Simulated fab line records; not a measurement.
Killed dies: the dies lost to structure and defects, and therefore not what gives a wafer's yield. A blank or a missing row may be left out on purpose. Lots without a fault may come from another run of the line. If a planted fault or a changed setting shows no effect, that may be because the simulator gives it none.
fab line records	flow n5Finfet
record: lots: 11	wafers: 33	lastDay: 17
route steps=1938 shown BEOL_M1@820 BEOL_M2@844 BEOL_M4@1111 PASSIVATION@1936
lots with no fault: from the same line, run without faults
startH: hours from the record's opening day to when the first of the lot's shown wafers began	waitH: hours elapsed since this lot's preceding step	" the same as in the row above	L1.1+2: one row covering several wafers at once	- no value, or no start was given	* or withheld: withheld	< > ~ a bound
route shown NAME@n: a module of which the file shows steps, and the number in the route of the first	usual: mean/standard deviation taken from wafers without a fault	same: alike in all rows	chamber/n: place in a boat	sites: the reading at each site	_std_site: the values' standard deviation	_edge_site: the outer-site mean with the inner-site mean subtracted	radiusMm: for every site, how far away it sits from the centre of the wafer	mask NAME#n: copy n	behind: the last tool/chamber to shape the wafer	hold: cause of the lot's hold/its duration in hours/its outcome	device: transistor that didn't switch, given as n, p or np	end of line: the route-end tests of the same wafers	where a step has no rows: the recipe by itself	killed: dies lost to structure and defects at the first sort, not the wafer's yield	map: a wafer's dies, marking killed ones x, the rest . and places with no die _
set.NAME: the setting that was run; set.NAME@STEP: the one run at that earlier step	model.NAME: the simulator's own value behind a step, which no gauge read
steps of the route over a sample of lots; a table a step, a row a wafer
services: a tool's chamber out of use, with start hour (startH, from the record's first day; less than 0 if before it), hours out, and reason
== steps ==
step: N5_BEOL_M1_SPUTTER_86
recipe: material: Cu	targetThkA: 45	tempC: -20	chamberPressurePa: 0.07	powerW: withheld	timeS: 8.29
usual: throttleValvePct: 29.9/1.1
lot.wafer	tool	chamber	startH	waitH	throttleValvePct
L206.3	pvdSputter-03	-	131.18	0.1	30.7
L206.4	"	-	"	"	28.4
L206.5	"	-	"	"	29.2
L207.2	pvdSputter-03	-	136.79	0.1	29.3
L207.5	"	-	"	"	29.3
L207.6	"	-	"	"	29.1
L211.3	pvdSputter-03	-	161.76	0.1	28.5
L211.4	"	-	"	"	28.9
L211.6	"	-	"	"	29.3
L209.3	pvdSputter-01	-	161.93	0.1	31.5
L209.5	"	-	"	"	31.5
L209.6	"	-	"	"	28.3
L212.3	pvdSputter-02	-	162.61	0.1	32.2
L212.4	"	-	"	"	30.4
L212.5	"	-	"	"	30.4
L210.1	pvdSputter-03	-	164.93	0.1	29.1
L210.2	"	-	"	"	31.0
L210.5	"	-	"	"	28.7
L215.2	pvdSputter-03	-	183.55	0.1	29.2
L215.5	"	-	"	"	29.2
L215.6	"	-	"	"	29.0
L224.2	pvdSputter-03	-	238.78	0.1	31.3
L224.3	"	-	"	"	29.3
L224.4	"	-	"	"	28.6
L225.1	pvdSputter-02	-	245.85	0.1	32.1
L225.3	"	-	"	"	29.9
L225.6	"	-	"	"	30.2
L226.2	pvdSputter-01	-	255.90	0.1	31.6
L226.3	"	-	"	"	28.3
L226.5	"	-	"	"	31.5
L227.1	pvdSputter-03	-	258.63	0.1	29.2
L227.3	"	-	"	"	29.1
L227.4	"	-	"	"	31.2
step: N5_BEOL_M1_SPUTTER_88
recipe: material: Cu	targetThkA: 45	tempC: -20	chamberPressurePa: 0.07	powerW: withheld	timeS: 8.29
usual: throttleValvePct: 29.9/1.1
lot.wafer	tool	chamber	startH	waitH	throttleValvePct
L206.3	pvdSputter-03	-	131.40	0.1	31.0
L206.4	"	-	"	"	28.7
L206.5	"	-	"	"	29.0
L207.2	pvdSputter-03	-	137.01	0.1	29.1
L207.5	"	-	"	"	29.5
L207.6	"	-	"	"	29.1
L211.3	pvdSputter-03	-	161.98	0.1	28.7
L211.4	"	-	"	"	28.8
L211.6	"	-	"	"	29.5
L209.3	pvdSputter-01	-	162.15	0.1	31.4
L209.5	"	-	"	"	31.4
L209.6	"	-	"	"	28.1
L212.3	pvdSputter-02	-	162.83	0.1	32.4
L212.4	"	-	"	"	30.2
L212.5	"	-	"	"	30.1
L210.1	pvdSputter-03	-	165.15	0.1	28.9
L210.2	"	-	"	"	30.9
L210.5	"	-	"	"	28.4
L215.2	pvdSputter-03	-	183.77	0.1	29.2
L215.5	"	-	"	"	28.8
L215.6	"	-	"	"	29.0
L224.2	pvdSputter-03	-	239.00	0.1	31.1
L224.3	"	-	"	"	29.1
L224.4	"	-	"	"	28.6
L225.1	pvdSputter-02	-	246.07	0.1	32.4
L225.3	"	-	"	"	29.8
L225.6	"	-	"	"	30.4
L226.2	pvdSputter-01	-	256.12	0.1	31.7
L226.3	"	-	"	"	28.3
L226.5	"	-	"	"	31.7
L227.1	pvdSputter-03	-	258.85	0.1	28.9
L227.3	"	-	"	"	28.8
L227.4	"	-	"	"	30.7
step: N5_BEOL_M2_HM_DEP_02
recipe: material: TiN	targetThkA: 200	tempC: 25	chamberPressurePa: 0.49996
usual: throttleValvePct: 30.0/1.2
lot.wafer	tool	chamber	startH	waitH	throttleValvePct
L206.3	pvdSputter-03	-	135.11	1.2	28.9
L206.4	"	-	"	"	29.5
L206.5	"	-	"	"	28.6
L207.2	pvdSputter-03	-	139.23	0.1	28.9
L207.5	"	-	"	"	28.9
L207.6	"	-	"	"	29.6
L211.3	pvdSputter-02	-	164.16	0.1	29.0
L211.4	"	-	"	"	30.2
L211.6	"	-	"	"	30.0
L209.3	pvdSputter-02	-	164.32	0.0	29.2
L209.5	"	-	"	"	30.5
L209.6	"	-	"	"	29.2
L212.3	pvdSputter-03	-	166.19	1.2	28.9
L212.4	"	-	"	"	31.0
L212.5	"	-	"	"	28.8
L210.1	pvdSputter-01	-	167.30	0.0	30.5
L210.2	"	-	"	"	31.4
L210.5	"	-	"	"	31.4
L215.2	pvdSputter-02	-	185.95	0.0	29.3
L215.5	"	-	"	"	32.3
L215.6	"	-	"	"	29.1
L224.2	pvdSputter-01	-	242.14	1.0	27.9
L224.3	"	-	"	"	30.5
L224.4	"	-	"	"	31.6
L225.1	pvdSputter-02	-	248.61	0.4	32.7
L225.3	"	-	"	"	30.3
L225.6	"	-	"	"	29.1
L226.2	pvdSputter-01	-	260.56	2.2	30.3
L226.3	"	-	"	"	30.3
L226.5	"	-	"	"	29.9
L227.1	pvdSputter-01	-	261.54	0.6	30.4
L227.3	"	-	"	"	31.7
L227.4	"	-	"	"	28.2
step: N5_BEOL_M2_COAT_61
recipe: resist: SOC	tempC: 250	timeS: 60	spinRpm: 1500	resistThkNm: 60
usual: spinSpeedRpm: 1500.3/0.99
lot.wafer	tool	chamber	startH	waitH	spinSpeedRpm
L206.3	lithoTrack-02	0	135.24	0.1	1501.0
L206.4	"	0	"	"	1499.9
L206.5	"	0	"	"	1499.7
L207.2	lithoTrack-02	0	139.36	0.1	1502.1
L207.5	"	0	"	"	1499.7
L207.6	"	0	"	"	1499.3
L211.3	lithoTrack-01	0	164.29	0.1	1500.7
L211.4	"	0	"	"	1498.9
L211.6	"	0	"	"	1499.2
L209.3	lithoTrack-02	0	164.45	0.1	1421.2
L209.5	"	0	"	"	1419.8
L209.6	"	0	"	"	1418.9
L212.3	lithoTrack-02	0	166.32	0.1	1418.3
L212.4	"	0	"	"	1420.1
L212.5	"	0	"	"	1419.1
L210.1	lithoTrack-01	0	167.43	0.1	1500.5
L210.2	"	0	"	"	1499.4
L210.5	"	0	"	"	1499.7
L215.2	lithoTrack-01	0	186.07	0.1	1499.3
L215.5	"	0	"	"	1500.2
L215.6	"	0	"	"	1499.6
L224.2	lithoTrack-01	0	242.28	0.1	1500.1
L224.3	"	0	"	"	1500.5
L224.4	"	0	"	"	1499.6
L225.1	lithoTrack-02	0	248.74	0.1	1499.8
L225.3	"	0	"	"	1499.7
L225.6	"	0	"	"	1500.1
L226.2	lithoTrack-02	0	260.69	0.1	1502.5
L226.3	"	0	"	"	1501.8
L226.5	"	0	"	"	1500.5
L227.1	lithoTrack-02	0	261.67	0.1	1502.2
L227.3	"	0	"	"	1500.7
L227.4	"	0	"	"	1501.2
step: N5_BEOL_M4_RC_MEAS_101
usual: DIBL_N: 35.8/1.6	DIBL_P: 36.0/1.9	IOFF_N: 0.151/0.029	IOFF_P: 0.21/0.037	ION_N: 673/12	ION_P: 463/7.3	SS_N: 71.5/0.58	SS_P: 73.2/0.61	VT_N: 251/3.3	VT_P: -250/3.3
lot.wafer	tool	chamber	startH	waitH	DIBL_N[mV/V]	DIBL_P[mV/V]	IOFF_N[nA/um]	IOFF_P[nA/um]	ION_N[uA/um]	ION_P[uA/um]	SS_N[mV/dec]	SS_P[mV/dec]	VT_N[mV]	VT_P[mV]
L206.3	prober-02	0	162.23	0.9	35.4	34.9	0.115	0.18	662	461	70.7	72.2	256	-253
L206.4	"	0	"	"	36.9	35.9	0.139	0.19	667	463	71.1	72.0	254	-251
L206.5	"	0	"	"	38.8	37.9	0.175	0.23	679	462	72.4	73.5	250	-250
L207.2	prober-01	0	167.39	0.2	34.9	32.7	0.118	0.16	658	451	71.1	71.6	255	-254
L207.5	"	0	"	"	36.3	35.0	0.145	0.19	676	466	71.4	73.5	252	-251
L207.6	"	0	"	"	36.6	35.8	0.162	0.22	675	467	71.1	73.3	247	-248
L209.3	prober-01	0	204.62	0.3	37.9	38.3	0.189	0.27	690	472	71.9	74.3	247	-244
L209.5	"	0	"	"	35.4	34.5	0.134	0.20	679	465	71.2	73.4	251	-248
L209.6	"	0	"	"	36.3	35.2	0.162	0.22	677	466	70.9	73.4	248	-247
L212.3	prober-02	0	205.15	0.3	36.1	36.8	0.167	0.26	682	469	71.8	73.0	248	-249
L212.4	"	0	"	"	37.2	37.7	0.183	0.29	678	469	71.8	73.2	248	-244
L212.5	"	0	"	"	37.6	38.2	0.205	0.31	691	478	72.7	73.7	246	-241
L211.3	prober-01	0	206.47	0.3	34.5	34.6	0.125	0.16	674	456	70.6	73.4	254	-256
L211.4	"	0	"	"	35.4	34.6	0.136	0.17	672	459	71.2	72.7	253	-255
L211.6	"	0	"	"	36.9	37.2	0.161	0.20	676	455	71.5	73.4	252	-249
L210.1	prober-02	0	208.71	0.0	37.3	36.7	0.142	0.21	666	465	71.2	72.9	252	-248
L210.2	"	0	"	"	38.8	38.8	0.179	0.25	688	468	72.3	73.8	249	-248
L210.5	"	0	"	"	37.0	36.2	0.137	0.20	660	461	71.1	72.8	255	-251
L215.2	prober-02	0	213.34	0.2	34.8	35.5	0.154	0.22	681	478	71.6	72.6	254	-247
L215.5	"	0	"	"	34.7	36.2	0.152	0.24	685	478	71.5	72.9	253	-244
L215.6	"	0	"	"	35.2	35.7	0.161	0.23	672	460	72.5	73.2	250	-245
L224.2	prober-01	0	280.99	0.2	35.1	34.6	0.135	0.18	672	460	70.4	73.1	252	-250
L224.3	"	0	"	"	32.9	32.8	0.105	0.17	659	455	70.3	71.8	257	-251
L224.4	"	0	"	"	35.9	35.6	0.148	0.20	676	463	70.7	73.5	249	-252
L225.1	prober-02	0	284.78	0.0	35.8	36.4	0.151	0.23	665	460	71.4	72.8	251	-247
L225.3	"	0	"	"	33.0	32.9	0.107	0.17	649	454	70.8	72.0	252	-252
L225.6	"	0	"	"	35.1	35.1	0.144	0.21	672	461	71.1	73.1	252	-250
L226.2	prober-01	0	298.89	0.2	34.1	35.2	0.132	0.18	647	459	71.3	73.8	253	-253
L226.3	"	0	"	"	38.7	39.7	0.234	0.26	708	469	72.9	74.2	244	-247
L226.5	"	0	"	"	34.6	37.3	0.162	0.22	687	470	72.3	73.6	246	-254
L227.1	prober-01	0	306.56	0.0	37.7	38.0	0.210	0.29	692	477	72.4	73.5	247	-245
L227.3	"	0	"	"	36.0	36.1	0.178	0.24	681	473	71.2	73.3	246	-248
L227.4	"	0	"	"	35.0	33.9	0.142	0.20	678	467	71.7	72.5	250	-250
step: N5_PASSIVATION_PROBE_49
usual: defectLimitedYield: 90.9/1.4	killed_at_M0_to_M3: 37/12	killed_at_M4_up: 14/5.3	killedAtContacts: 12/6.2	killedAtFrontEnd: 41/11	killedAtOther: 3.7/2.9	killedDies: 107/17	killedOpen: 71/12	killedShort: 34/7.9	sort_bin_5_function: 5.3/0.95	sort_bin_6_memory: 3.4/0.7	sortNPass: 1073/17	sortYieldPct: 90.9/1.5
same: grossDies: 1180	killedAtBackSide: 0	sort_bin_4_leakage[%]: 0	sort_bin_8_speed[%]: 0
lot.wafer	tool	chamber	startH	waitH	defectLimitedYield[%]	killed_at_M0_to_M3	killed_at_M4_up	killedAtContacts	killedAtFrontEnd	killedAtOther	killedDies	killedOpen	killedShort	sort_bin_5_function[%]	sort_bin_6_memory[%]	sortNPass	sortYieldPct[%]
L206.3	prober-02	-	272.65	0.1	89.9	36	10	29	42	2	119	82	36	6.2	3.6	1061	89.9
L206.4	prober-02	-	272.70	0.2	91.9	41	13	10	31	0	95	50	41	4.8	3.0	1085	91.9
L206.5	prober-02	-	272.75	0.2	91.4	26	8	30	35	2	101	74	26	5.1	3.3	1079	91.4
L207.2	prober-02	-	277.60	0.1	91.7	41	3	15	32	7	98	66	30	4.6	3.6	1082	91.7
L207.5	prober-02	-	277.75	0.2	91.3	42	13	4	43	1	103	66	33	5.7	2.5	1077	91.3
L207.6	prober-02	-	277.80	0.3	91.1	43	7	17	33	5	105	68	34	5.3	3.2	1075	91.1
L212.3	prober-01	-	310.99	0.1	91.1	51	10	9	31	4	105	74	31	5.5	3.3	1075	91.1
L212.4	prober-01	-	311.04	0.2	92.2	25	16	17	32	2	92	65	27	4.4	3.1	1088	92.2
L212.5	prober-01	-	311.09	0.2	90.9	40	19	12	35	1	107	75	32	6.0	2.5	1073	90.9
L211.3	prober-01	-	313.30	0.1	88.7	44	10	10	65	4	133	84	45	6.3	4.2	1047	88.7
L211.4	prober-01	-	313.35	0.2	93.0	20	12	15	35	1	83	49	30	4.2	2.1	1097	93.0
L211.6	prober-01	-	313.45	0.3	92.4	29	6	16	38	1	90	55	33	4.9	2.6	1090	92.4
L210.1	prober-01	-	316.90	0.0	92.7	25	19	7	34	1	86	56	29	4.2	2.8	1094	92.7
L210.2	prober-01	-	316.95	0.1	91.8	35	11	5	42	4	97	61	36	4.6	3.2	1083	91.8
L210.5	prober-01	-	317.10	0.2	94.9	25	11	2	21	1	60	40	19	3.4	1.6	1120	94.9
L215.2	prober-02	-	317.48	0.1	91.1	47	13	21	23	1	105	73	28	4.2	4.2	1075	91.1
L215.5	prober-02	-	317.63	0.2	90.8	46	10	13	36	3	108	74	31	4.7	4.1	1072	90.8
L215.6	prober-02	-	317.68	0.3	92.7	32	11	6	37	0	86	59	22	4.2	2.6	1094	92.7
L209.3	prober-01	-	320.89	0.1	89.8	39	9	7	62	3	120	72	46	5.8	3.7	1060	89.8
L209.5	prober-01	-	320.99	0.2	90.2	33	10	12	54	7	116	84	29	6.2	3.6	1064	90.2
L209.6	prober-01	-	321.04	0.3	90.2	22	12	13	63	6	116	80	35	5.1	4.3	1064	90.2
L224.2	prober-01	-	389.44	0.1	91.9	35	3	17	34	7	96	61	34	4.8	2.9	1084	91.9
L224.3	prober-01	-	389.49	0.1	92.2	36	6	16	24	10	92	58	34	4.0	3.6	1088	92.2
L224.4	prober-01	-	389.54	0.2	88.8	34	18	26	53	1	132	102	30	6.0	4.9	1048	88.8
L225.1	prober-02	-	395.21	0.0	89.6	39	14	22	43	5	123	92	31	6.6	3.5	1057	89.6
L225.3	prober-02	-	395.31	0.1	88.4	44	21	22	48	2	137	92	43	7.0	4.2	1043	88.4
L225.6	prober-02	-	395.46	0.3	90.1	37	20	19	40	1	117	77	36	6.2	3.2	1063	90.1
L227.1	prober-01	-	403.41	0.0	90.2	34	13	6	62	1	116	72	41	5.4	3.8	1064	90.2
L227.3	prober-01	-	403.51	0.1	91.4	43	16	16	23	4	102	63	38	5.3	3.0	1078	91.4
L227.4	prober-01	-	403.56	0.2	90.3	52	10	13	39	1	115	72	42	5.3	4.2	1065	90.3
L226.2	prober-02	-	409.57	0.1	92.5	27	14	3	42	2	88	57	30	4.8	2.2	1092	92.5
L226.3	prober-02	-	409.62	0.1	90.8	23	9	10	51	15	108	76	31	5.9	2.8	1072	90.8
L226.5	prober-02	-	409.72	0.2	91.4	28	18	9	39	7	101	64	35	4.7	3.6	1079	91.4
killed by level:class
L206.3 MOL_CONTACT_COAG:geometricParticle:open=21 STI_FIN_REVEAL:geometricParticle:open=11 BEOL_M0_SAQP:geometricParticle:open=11 MOL_CONTACT_COAG:geometricParticle:short=8 DUMMY_GATE:geometricParticle:open=6 BEOL_M0_SAQP:geometricParticle:short=6 BEOL_M1:geometricParticle:open=6 BEOL_M2:geometricParticle:open=6
L206.4 BEOL_M0_SAQP:geometricParticle:short=18 BEOL_M0_SAQP:geometricParticle:open=8 STI_FIN_REVEAL:geometricParticle:open=6 DUMMY_GATE:geometricParticle:open=6 MOL_CONTACT_COAG:geometricParticle:open=6 GATE_CUT:geometricParticle:short=5 MOL_CONTACT_COAG:geometricParticle:short=4 BEOL_M2:geometricParticle:open=4
L206.5 MOL_CONTACT_COAG:geometricParticle:open=25 STI_FIN_REVEAL:geometricParticle:open=13 BEOL_M0_SAQP:geometricParticle:short=6 FIN_SAQP:geometricParticle:open=5 MOL_CONTACT_COAG:geometricParticle:short=5 BEOL_M0_SAQP:geometricParticle:open=5 BEOL_M1:geometricParticle:open=4 BEOL_M2:geometricParticle:open=4
L207.2 MOL_CONTACT_COAG:geometricParticle:open=14 FIN_SAQP:geometricParticle:open=9 BEOL_M0_SAQP:geometricParticle:short=9 BEOL_M0_SAQP:geometricParticle:open=8 BEOL_M3:geometricParticle:open=7 DUMMY_GATE:geometricParticle:open=5 BEOL_M2:geometricParticle:open=5 FIN_SAQP:geometricParticle:short=4
L207.5 BEOL_M0_SAQP:geometricParticle:short=14 DUMMY_GATE:geometricParticle:open=8 BEOL_M0_SAQP:geometricParticle:open=8 BEOL_M1:geometricParticle:open=6 BEOL_M4:geometricParticle:open=6 STI_FIN_REVEAL:geometricParticle:open=5 GATE_CUT:geometricParticle:short=4 BEOL_M0:geometricParticle:open=4
L207.6 MOL_CONTACT_COAG:geometricParticle:open=9 BEOL_M1:geometricParticle:open=9 BEOL_M0_SAQP:geometricParticle:open=8 BEOL_M2:geometricParticle:open=8 MOL_CONTACT_COAG:geometricParticle:short=7 FIN_SAQP:geometricParticle:open=6 FIN_SAQP:geometricParticle:short=5 BEOL_M0_SAQP:geometricParticle:short=5
L212.3 BEOL_M0_SAQP:geometricParticle:open=16 BEOL_M0_SAQP:geometricParticle:short=12 STI_FIN_REVEAL:geometricParticle:open=9 BEOL_M1:geometricParticle:open=8 MOL_CONTACT_COAG:geometricParticle:open=7 BEOL_M3:geometricParticle:open=6 BEOL_M2:geometricParticle:open=5 FIN_SAQP:geometricParticle:short=4
L212.4 MOL_CONTACT_COAG:geometricParticle:open=12 STI_FIN_REVEAL:geometricParticle:open=7 BEOL_M0_SAQP:geometricParticle:short=7 BEOL_M0_SAQP:geometricParticle:open=7 BEOL_M4:geometricParticle:open=7 FIN_SAQP:geometricParticle:open=5 FIN_SAQP:geometricParticle:short=5 MOL_CONTACT_COAG:geometricParticle:short=5
L212.5 BEOL_M0_SAQP:geometricParticle:short=11 FIN_SAQP:geometricParticle:open=9 MOL_CONTACT_COAG:geometricParticle:open=9 BEOL_M2:geometricParticle:open=9 BEOL_M0_SAQP:geometricParticle:open=7 BEOL_M1:geometricParticle:open=7 BEOL_M4:geometricParticle:open=7 DUMMY_GATE:geometricParticle:open=5
L211.3 STI_FIN_REVEAL:geometricParticle:open=26 BEOL_M0_SAQP:geometricParticle:short=10 MOL_CONTACT_COAG:geometricParticle:open=9 BEOL_M0_SAQP:geometricParticle:open=8 BEOL_M1:geometricParticle:open=8 FIN_SAQP:geometricParticle:open=5 STI_FIN_REVEAL:geometricParticle:short=5 DUMMY_GATE:geometricParticle:open=5
L211.4 MOL_CONTACT_COAG:geometricParticle:open=11 STI_FIN_REVEAL:geometricParticle:open=7 BEOL_M0_SAQP:geometricParticle:short=7 BEOL_M0_SAQP:geometricParticle:open=6 DUMMY_GATE:geometricParticle:open=5 BEOL_M5:geometricParticle:open=5 MOL_CONTACT_COAG:geometricParticle:short=4 HKMG_FIN:areaEtch=4
L211.6 MOL_CONTACT_COAG:geometricParticle:open=13 BEOL_M1:geometricParticle:open=13 STI_FIN_REVEAL:geometricParticle:open=10 GATE_CUT:geometricParticle:short=6 BEOL_M0_SAQP:geometricParticle:short=5 BEOL_M1:geometricParticle:short=5 BEOL_M0_SAQP:geometricParticle:open=4 STARTING-WAFER:geometricParticle:open=4
L210.1 FIN_SAQP:geometricParticle:short=7 BEOL_M1:geometricParticle:open=7 BEOL_M4:geometricParticle:open=7 STI_FIN_REVEAL:geometricParticle:open=6 BEOL_M3:geometricParticle:open=6 MOL_CONTACT_COAG:geometricParticle:short=5 GATE_CUT:geometricParticle:short=4 BEOL_M2:geometricParticle:open=4
L210.2 BEOL_M0_SAQP:geometricParticle:open=14 FIN_SAQP:geometricParticle:short=12 FIN_SAQP:geometricParticle:open=9 BEOL_M0_SAQP:geometricParticle:short=7 BEOL_M7:geometricParticle:open=6 DUMMY_GATE:geometricParticle:open=5 BEOL_M0:geometricParticle:open=4 FIN_CUT:geometricParticle:open=3
L210.5 BEOL_M2:geometricParticle:open=10 FIN_SAQP:geometricParticle:open=7 FIN_SAQP:geometricParticle:short=5 BEOL_M4:geometricParticle:open=5 BEOL_M3:geometricParticle:open=4 BEOL_M1:geometricParticle:open=4 BEOL_M0_SAQP:geometricParticle:short=3 BEOL_M1:geometricParticle:short=3
L215.2 MOL_CONTACT_COAG:geometricParticle:open=17 BEOL_M3:geometricParticle:open=12 BEOL_M2:geometricParticle:open=9 DUMMY_GATE:geometricParticle:open=7 BEOL_M0_SAQP:geometricParticle:short=6 BEOL_M0_SAQP:geometricParticle:open=6 BEOL_M5:geometricParticle:open=5 BEOL_M1:geometricParticle:short=5
L215.5 BEOL_M0_SAQP:geometricParticle:open=13 BEOL_M3:geometricParticle:open=13 STI_FIN_REVEAL:geometricParticle:open=11 MOL_CONTACT_COAG:geometricParticle:open=9 FIN_SAQP:geometricParticle:short=5 DUMMY_GATE:geometricParticle:short=5 BEOL_M1:geometricParticle:short=5 FIN_SAQP:geometricParticle:open=4
L215.6 BEOL_M2:geometricParticle:open=10 STI_FIN_REVEAL:geometricParticle:open=6 BEOL_M0_SAQP:geometricParticle:open=6 BEOL_M3:geometricParticle:open=6 GATE_CUT:geometricParticle:open=5 MOL_CONTACT_COAG:geometricParticle:open=5 STARTING-WAFER:geometricParticle:short=5 DUMMY_GATE:geometricParticle:open=4
L209.3 FIN_SAQP:geometricParticle:short=19 FIN_SAQP:geometricParticle:open=15 STI_FIN_REVEAL:geometricParticle:open=13 BEOL_M0_SAQP:geometricParticle:short=9 BEOL_M3:geometricParticle:open=8 BEOL_M1:geometricParticle:open=6 MOL_CONTACT_COAG:geometricParticle:open=5 BEOL_M0_SAQP:geometricParticle:open=5
L209.5 STI_FIN_REVEAL:geometricParticle:open=20 FIN_SAQP:geometricParticle:open=11 FIN_SAQP:geometricParticle:short=9 MOL_CONTACT_COAG:geometricParticle:open=9 BEOL_M0_SAQP:geometricParticle:open=7 BEOL_M3:geometricParticle:open=7 STARTING-WAFER:geometricParticle:open=6 BEOL_M0_SAQP:geometricParticle:short=5
L209.6 FIN_SAQP:geometricParticle:open=31 FIN_SAQP:geometricParticle:short=19 MOL_CONTACT_COAG:geometricParticle:open=13 BEOL_M4:geometricParticle:open=7 BEOL_M0_SAQP:geometricParticle:short=5 BEOL_M0_SAQP:geometricParticle:open=5 DUMMY_GATE:geometricParticle:open=4 BEOL_M1:geometricParticle:open=4
L224.2 STI_FIN_REVEAL:geometricParticle:open=14 MOL_CONTACT_COAG:geometricParticle:short=9 MOL_CONTACT_COAG:geometricParticle:open=8 BEOL_M0_SAQP:geometricParticle:short=7 BEOL_M3:geometricParticle:open=7 BEOL_M0_SAQP:geometricParticle:open=6 FIN_SAQP:geometricParticle:short=5 PASS1_CAP:geometricParticle:open=5
L224.3 MOL_CONTACT_COAG:geometricParticle:open=13 BEOL_M0_SAQP:geometricParticle:short=12 FIN_SAQP:geometricParticle:open=7 BEOL_M0_SAQP:geometricParticle:open=6 STI_FIN_REVEAL:geometricParticle:open=5 BEOL_M1:geometricParticle:short=5 PASS1_CAP:geometricParticle:open=5 BEOL_M2:geometricParticle:open=4
L224.4 STI_FIN_REVEAL:geometricParticle:open=26 MOL_CONTACT_COAG:geometricParticle:open=20 BEOL_M1:geometricParticle:open=11 FIN_SAQP:geometricParticle:open=8 BEOL_M4:geometricParticle:open=8 MOL_CONTACT_COAG:geometricParticle:short=6 DUMMY_GATE:geometricParticle:open=6 BEOL_M0_SAQP:geometricParticle:short=6
L225.1 STI_FIN_REVEAL:geometricParticle:open=21 MOL_CONTACT_COAG:geometricParticle:open=19 BEOL_M0_SAQP:geometricParticle:open=11 BEOL_M2:geometricParticle:open=8 FIN_SAQP:geometricParticle:open=7 BEOL_M4:geometricParticle:open=7 BEOL_M3:geometricParticle:open=6 STI_FIN_REVEAL:geometricParticle:short=4
L225.3 STI_FIN_REVEAL:geometricParticle:open=20 MOL_CONTACT_COAG:geometricParticle:open=19 BEOL_M0_SAQP:geometricParticle:short=9 BEOL_M0_SAQP:geometricParticle:open=9 BEOL_M1:geometricParticle:open=9 BEOL_M4:geometricParticle:open=9 BEOL_M4:geometricParticle:short=9 FIN_SAQP:geometricParticle:short=7
L225.6 FIN_SAQP:geometricParticle:open=14 MOL_CONTACT_COAG:geometricParticle:open=14 BEOL_M4:geometricParticle:open=11 BEOL_M0_SAQP:geometricParticle:open=8 BEOL_M2:geometricParticle:open=8 BEOL_M2:geometricParticle:short=6 BEOL_M0_SAQP:geometricParticle:short=6 STI_FIN_REVEAL:geometricParticle:open=5
L227.1 FIN_SAQP:geometricParticle:open=22 FIN_SAQP:geometricParticle:short=12 GATE_CUT:geometricParticle:short=9 BEOL_M0_SAQP:geometricParticle:open=7 BEOL_M1:geometricParticle:open=7 BEOL_M3:geometricParticle:short=6 BEOL_M4:geometricParticle:open=6 BEOL_M2:geometricParticle:open=5
L227.3 MOL_CONTACT_COAG:geometricParticle:open=12 BEOL_M4:geometricParticle:open=9 BEOL_M1:geometricParticle:open=8 BEOL_M0_SAQP:geometricParticle:short=8 BEOL_M2:geometricParticle:open=7 BEOL_M0_SAQP:geometricParticle:open=6 BEOL_M3:geometricParticle:short=6 FIN_SAQP:geometricParticle:short=5
L227.4 BEOL_M0_SAQP:geometricParticle:open=16 BEOL_M1:geometricParticle:open=12 FIN_SAQP:geometricParticle:open=11 MOL_CONTACT_COAG:geometricParticle:open=11 BEOL_M3:geometricParticle:short=8 BEOL_M0_SAQP:geometricParticle:short=7 FIN_SAQP:geometricParticle:short=6 BEOL_M1:geometricParticle:short=6
L226.2 FIN_SAQP:geometricParticle:open=11 FIN_SAQP:geometricParticle:short=9 DUMMY_GATE:geometricParticle:open=9 BEOL_M0_SAQP:geometricParticle:short=7 BEOL_M0_SAQP:geometricParticle:open=5 BEOL_M2:geometricParticle:short=4 BEOL_M3:geometricParticle:open=4 BEOL_M4:geometricParticle:open=4
L226.3 STI_FIN_REVEAL:geometricParticle:open=16 FIN_SAQP:geometricParticle:open=14 FIN_SAQP:geometricParticle:short=9 BEOL_M2:geometricParticle:open=9 MOL_CONTACT_COAG:geometricParticle:open=8 PASS1_CAP:geometricParticle:open=5 BEOL_M5:geometricParticle:open=4 BEOL_M1:geometricParticle:open=3
L226.5 FIN_SAQP:geometricParticle:open=10 MOL_CONTACT_COAG:geometricParticle:open=9 BEOL_M0_SAQP:geometricParticle:open=7 BEOL_M3:geometricParticle:open=7 BEOL_M2:geometricParticle:short=6 BEOL_M4:geometricParticle:open=6 FIN_SAQP:geometricParticle:short=5 STI_FIN_REVEAL:geometricParticle:open=5
== services ==
tool	chamber	startH	hours	kind
pvdSputter-01	-	137.17	2.2	repair
lithoTrack-01	-	140.28	-	consumableReplace:filter
pvdSputter-01	-	231.67	2.2	repair
pvdSputter-01	-	236.50	2.7	repair
== key ==
firstSign: step: N5_BEOL_M2_COAT_61	reading: spinSpeedRpm	direction: down	sigmas: 81	usual: *	struck: *
effect none on later readings
metAt N5_BEOL_M2_COAT_61
struckLots L209,L212
notActingAt N5_BEOL_M1_SPUTTER_86,N5_BEOL_M1_SPUTTER_88,N5_BEOL_M2_HM_DEP_02
onsetBetween 139.36 164.45
fault: kind: processParameterDrift	tool: lithoTrack-02	chamber: -	onsetH: 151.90	steps: N5_BEOL_M2_COAT_61	channel: spinRpm	offset: *	shape: step	endH: 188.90	actsIn: *	stated: *
